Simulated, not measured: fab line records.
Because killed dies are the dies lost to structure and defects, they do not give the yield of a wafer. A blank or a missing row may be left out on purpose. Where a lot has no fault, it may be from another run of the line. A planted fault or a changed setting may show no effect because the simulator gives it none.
Matching of chambers | flow nandHarc | pecvd-03 running NHARC_P_M1_DEP_33: 3 sister chambers
The step deposits SiCN, target thk 30 nm. 16 wafers are shown with their chamber, then 8 later ones without.

## EACH WAFER AND ITS CHAMBER
wafer  | chamber | heaterPowerW (W) | rfFwdPowerW (W)
L075.1 | 1       | 613              | 451.5
L075.4 | 2       | 717              | 447.7
L075.6 | 1       | 619              | 449.3
L078.2 | 1       | 736              | 452.3
L078.4 | 1       | 579              | 449.7
L078.6 | 2       | 779              | 445.9
L080.3 | 0       | 642              | 447.0
L080.4 | 0       | 657              | 448.4
L080.6 | 1       | 663              | 448.7
L081.1 | 0       | 607              | 448.1
L081.4 | 1       | 607              | 450.1
L081.5 | 2       | 712              | 446.7
L088.2 | 1       | 732              | 448.7
L088.4 | 1       | 710              | 452.4
L088.5 | 2       | 783              | 449.2
L090.1 | 0       | 587              | 447.4

SIGNATURES (means of the wafers above)
reading      | chamber 0 | chamber 1 | chamber 2 | scatter within a chamber
heaterPowerW | 623.25    | 657.38    | 747.75    | 51.3
rfFwdPowerW  | 447.725   | 450.337   | 447.375   | 1.35
Rule: a wafer's distance from a chamber is the root of the sum, over the readings, of the square of ((its reading less the chamber's mean) divided by the reading's scatter). The wafer belongs to the nearest chamber; if the next one is less than 2 further off, it can't be placed. The scatter: take each reading less its chamber's mean, square it, sum over the shown wafers, divide by the number of wafers less the number of chambers, and take the root.

## WAFERS WITH NO CHAMBER GIVEN
wafer  | heaterPowerW (W) | rfFwdPowerW (W)
L090.2 | 782              | 450.1
L090.5 | 773              | 449.3
L091.3 | 648              | 450.1
L091.4 | 640              | 448.7
L091.5 | 601              | 449.1
L097.3 | 582              | 449.5
L097.5 | 690              | 449.6
L097.6 | 610              | 449.6

## CHAMBER TAKEN BY EACH
wafer  | from the rows above          | in truth
L090.2 | can't be placed: 2 or 1 or 0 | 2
L090.5 | can't be placed: 2 or 1 or 0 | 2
L091.3 | can't be placed: 1 or 0      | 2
L091.4 | can't be placed: 0 or 1 or 2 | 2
L091.5 | can't be placed: 0 or 1      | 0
L097.3 | can't be placed: 0 or 1      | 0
L097.5 | can't be placed: 1 or 0 or 2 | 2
L097.6 | can't be placed: 1 or 0      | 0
Correctly placed: 0 of 8. Cannot be placed on the basis of these rows: 8; the candidates contain the true chamber in 7. Wrongly placed: 0.
